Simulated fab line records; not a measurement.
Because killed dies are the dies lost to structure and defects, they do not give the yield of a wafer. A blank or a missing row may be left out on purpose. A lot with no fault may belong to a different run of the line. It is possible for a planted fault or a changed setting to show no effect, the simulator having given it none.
Chamber matching :: flow n5-finfet :: 3 sister chambers for N5_BEOL_M8_CURE_74 on uv-cure-03
The step cures SiCOH lowk, time 240 s. 6 wafers are shown with their chamber, then 9 later ones without.

== WAFERS, EACH WITH ITS CHAMBER ==
wafer: L078.3
chamber: 2
wafer_temp_C_max: 387.1
lamp-power-pct (%): 52.34

wafer: L078.6
chamber: 2
wafer_temp_C_max: 388.3
lamp-power-pct (%): 52.24

wafer: L089.3
chamber: 0
wafer_temp_C_max: 385.6
lamp-power-pct (%): 52.29

wafer: L089.5
chamber: 0
wafer_temp_C_max: 386.2
lamp-power-pct (%): 52.28

wafer: L090.3
chamber: 1
wafer_temp_C_max: 387.3
lamp-power-pct (%): 52.31

wafer: L090.6
chamber: 1
wafer_temp_C_max: 386.6
lamp-power-pct (%): 52.32

== WAFERS WITHOUT THEIR CHAMBER ==
wafer: L092.2
wafer_temp_C_max: 386.8
lamp-power-pct (%): 52.28

wafer: L092.3
wafer_temp_C_max: 387.5
lamp-power-pct (%): 52.36

wafer: L092.6
wafer_temp_C_max: 386.6
lamp-power-pct (%): 52.31

wafer: L094.3
wafer_temp_C_max: 387.3
lamp-power-pct (%): 52.22

wafer: L094.5
wafer_temp_C_max: 387.3
lamp-power-pct (%): 52.25

wafer: L094.6
wafer_temp_C_max: 387.6
lamp-power-pct (%): 52.27

wafer: L096.3
wafer_temp_C_max: 387.2
lamp-power-pct (%): 52.36

wafer: L096.4
wafer_temp_C_max: 387.2
lamp-power-pct (%): 52.29

wafer: L096.5
wafer_temp_C_max: 386.5
lamp-power-pct (%): 52.36

== WHICH CHAMBER EACH WENT THROUGH ==
wafer: L092.2
from the rows above: can't be placed: 1 or 0 or 2
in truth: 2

wafer: L092.3
from the rows above: can't be placed: 1 or 2 or 0
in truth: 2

wafer: L092.6
from the rows above: can't be placed: 1 or 0 or 2
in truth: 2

wafer: L094.3
from the rows above: can't be placed: 2 or 1 or 0
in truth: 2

wafer: L094.5
from the rows above: can't be placed: 2 or 1 or 0
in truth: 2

wafer: L094.6
from the rows above: can't be placed: 2 or 1
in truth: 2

wafer: L096.3
from the rows above: can't be placed: 1 or 2 or 0
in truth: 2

wafer: L096.4
from the rows above: can't be placed: 1 or 2 or 0
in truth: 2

wafer: L096.5
from the rows above: can't be placed: 1 or 0 or 2
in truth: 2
0 of 9 placed correctly. Cannot be placed on the basis of these rows: 9; the candidates contain the true chamber in 9. Placed wrongly: 0.
How it was worked out, from the rows above alone: a wafer's distance from a chamber is the root of the sum, over the readings, of the square of ((its reading less the chamber's mean) divided by the reading's scatter). If the next closest chamber is less than 2 further off than the closest, the wafer can't be placed; otherwise it belongs to the closest. Each chamber's mean is taken over the wafers shown for it. The scatter is the square root of a quotient: the sum, over the shown wafers, of each reading's squared deviation from its chamber's mean, divided by wafers minus chambers.
